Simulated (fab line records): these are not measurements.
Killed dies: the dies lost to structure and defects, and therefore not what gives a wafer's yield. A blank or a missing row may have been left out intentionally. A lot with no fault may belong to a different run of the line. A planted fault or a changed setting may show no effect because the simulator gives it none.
Matching of chambers | flow n5 finfet | N5_BEOL_M6_ILD_DEP_00 on pecvd-01 has 3 sister chambers
The step deposits SiCOH lowk from DEMS/porogen, target thk 179.75 nm, time 33.4 s. 18 wafers are shown with their chamber, then 9 later ones without.

== EACH WAFER AND ITS CHAMBER ==
wafer  | chamber | throttle valve pct (%) | showerhead plenum p Torr (Torr) | heater power w (W)
L074.4 | 1       | 14.7                   | 5.776                           | 440
L074.5 | 2       | 13.2                   | 5.714                           | 309
L074.6 | 0       | 13.3                   | 5.746                           | 273
L080.2 | 2       | 13.2                   | 5.713                           | 316
L080.3 | 0       | 13.6                   | 5.733                           | 251
L080.5 | 2       | 13.2                   | 5.724                           | 327
L081.2 | 2       | 13.4                   | 5.724                           | 374
L081.3 | 1       | 14.9                   | 5.777                           | 374
L081.6 | 0       | 13.2                   | 5.745                           | 314
L082.1 | 1       | 15.0                   | 5.765                           | 451
L082.4 | 0       | 13.3                   | 5.746                           | 298
L082.5 | 2       | 13.2                   | 5.714                           | 300
L083.1 | 1       | 14.9                   | 5.785                           | 460
L083.3 | 0       | 13.4                   | 5.745                           | 266
L083.4 | 1       | 14.8                   | 5.782                           | 475
L088.2 | 2       | 13.4                   | 5.719                           | 367
L088.3 | 0       | 13.6                   | 5.738                           | 261
L088.4 | 0       | 13.5                   | 5.752                           | 267

SIGNATURES, as means of the wafers listed above
reading                  | chamber 0 | chamber 1 | chamber 2 | scatter within a chamber
throttle valve pct       | 13.414    | 14.860    | 13.267    | 0.13
showerhead plenum p Torr | 5.74357   | 5.77700   | 5.71800   | 0.00629
heater power w           | 275.71    | 440.00    | 332.17    | 30.4
Rule: a wafer lies at a distance from a chamber equal to the root of the sum of squares, over the readings, of (its reading less the chamber's mean, divided by the reading's scatter). If the next closest chamber is less than 2 further off than the closest, the wafer can't be placed; otherwise it belongs to the closest. The scatter: the root of (the sum of the squares of (reading less its chamber's mean) over the shown wafers, divided by (wafers less chambers)).

== WAFERS WITH NO CHAMBER GIVEN ==
wafer  | throttle valve pct (%) | showerhead plenum p Torr (Torr) | heater power w (W)
L089.2 | 13.5                   | 5.758                           | 301
L089.3 | 13.4                   | 5.702                           | 340
L089.4 | 13.4                   | 5.734                           | 295
L094.1 | 13.6                   | 5.746                           | 314
L094.2 | 13.5                   | 5.722                           | 351
L094.4 | 13.4                   | 5.714                           | 360
L095.2 | 13.5                   | 5.713                           | 373
L095.3 | 13.4                   | 5.738                           | 283
L095.6 | 13.5                   | 5.756                           | 291

== WHICH CHAMBER EACH ONE RAN IN ==
wafer  | from the rows above     | in truth
L089.2 | 0                       | 0
L089.3 | 2                       | 2
L089.4 | can't be placed: 0 or 2 | 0
L094.1 | 0                       | 0
L094.2 | 2                       | 2
L094.4 | 2                       | 2
L095.2 | 2                       | 2
L095.3 | 0                       | 0
L095.6 | 0                       | 0
Correctly placed: 8 of 9. From these rows, 1 cannot be placed; in 1 the true chamber is one of the candidates. Wrongly placed: 0.
